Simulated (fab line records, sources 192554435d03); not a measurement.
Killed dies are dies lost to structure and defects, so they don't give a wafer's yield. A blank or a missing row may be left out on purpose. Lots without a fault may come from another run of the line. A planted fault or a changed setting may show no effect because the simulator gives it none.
Which tool did it? | flow n5_finfet | 11 lots, 33 wafers sampled, at 3 steps of a route of 1938

WHAT THE GAUGES READ, wafer by wafer
N5_GATE_CUT_INSPECT_26: inspects for defects (darkfield).
lot  | measured     | on                | raw_defect_count
L075 | day 4 21:03  | defect_inspect-01 | 23 24 33
L077 | day 5 10:01  | defect_inspect-02 | 31 57 33
L079 | day 5 20:59  | defect_inspect-01 | 31 25 29
L081 | day 6 11:07  | defect_inspect-02 | 28 28 46
L083 | day 6 20:41  | defect_inspect-02 | 32 31 32
L085 | day 7 10:34  | defect_inspect-01 | 38 46 26
L088 | day 8 03:38  | defect_inspect-01 | 44 58 43
L089 | day 8 19:52  | defect_inspect-02 | 22 30 27
L092 | day 9 04:16  | defect_inspect-02 | 36 23 43
L094 | day 9 14:08  | defect_inspect-01 | 34 40 50
L096 | day 10 03:07 | defect_inspect-02 | 40 28 58

WHICH TOOL RAN EACH LOT (tool, then ch and the chambers of the sampled wafers, then the start)
lot  | N5_GATE_CUT_ETCH_28               | N5_GATE_CUT_ETCH_36
L075 | rie_diel-03 ch 0,1,2, day 4 16:45 | rie_diel-03 ch 0,1,2, day 4 16:46
L077 | rie_diel-01 ch 1,2, day 5 06:41   | rie_diel-01 ch 1,2, day 5 06:42
L079 | rie_diel-03 ch 2,3, day 5 17:40   | rie_diel-03 ch 2,3, day 5 17:41
L081 | rie_diel-03 ch 1,2,3, day 6 07:47 | rie_diel-03 ch 1,2,3, day 6 07:49
L083 | rie_diel-03 ch 0,3, day 6 16:46   | rie_diel-03 ch 0,3, day 6 16:47
L085 | rie_diel-05 ch 0,1, day 7 07:14   | rie_diel-05 ch 0,1, day 7 07:15
L088 | rie_diel-01 ch 0,1,2, day 8 00:11 | rie_diel-01 ch 0,1,2, day 8 00:11
L089 | rie_diel-01 ch 0,2, day 8 08:59   | rie_diel-01 ch 0,2, day 8 09:01
L092 | rie_diel-03 ch 1,2,3, day 9 00:56 | rie_diel-03 ch 1,2,3, day 9 00:57
L094 | rie_diel-03 ch 0,1, day 9 10:49   | rie_diel-03 ch 0,1, day 9 10:50
L096 | rie_diel-01 ch 0,1,2, day 9 23:30 | rie_diel-01 ch 0,1,2, day 9 23:31
- N5_GATE_CUT_ETCH_28: etches underlayer in N2/H2, target depth 13 nm, time 10.4 s.
- N5_GATE_CUT_ETCH_36: etches SiARC in CF4, target depth 13 nm, time 21.7 s.

THE ANSWER, worked out from the rows above alone
Rule: what is usual is taken from the lots themselves. Put in order of their means at a reading, lots are off if they are a third of the lots or fewer, leave a main group of 4 or more, and stand apart from it by a gap of 3 or more times the standard deviation of the main group's means; of several such gaps the widest counts. A main group whose means are all the same, to the digits that the tables above print for the reading, isn't used. A lot without any number at a reading at which 4 lots or more have one is off too. The other lots that the step has rows for count as sound.
No lot is off at any reading shown: from this, nothing can be told.

WHAT THE SIMULATOR HAD PUT IN
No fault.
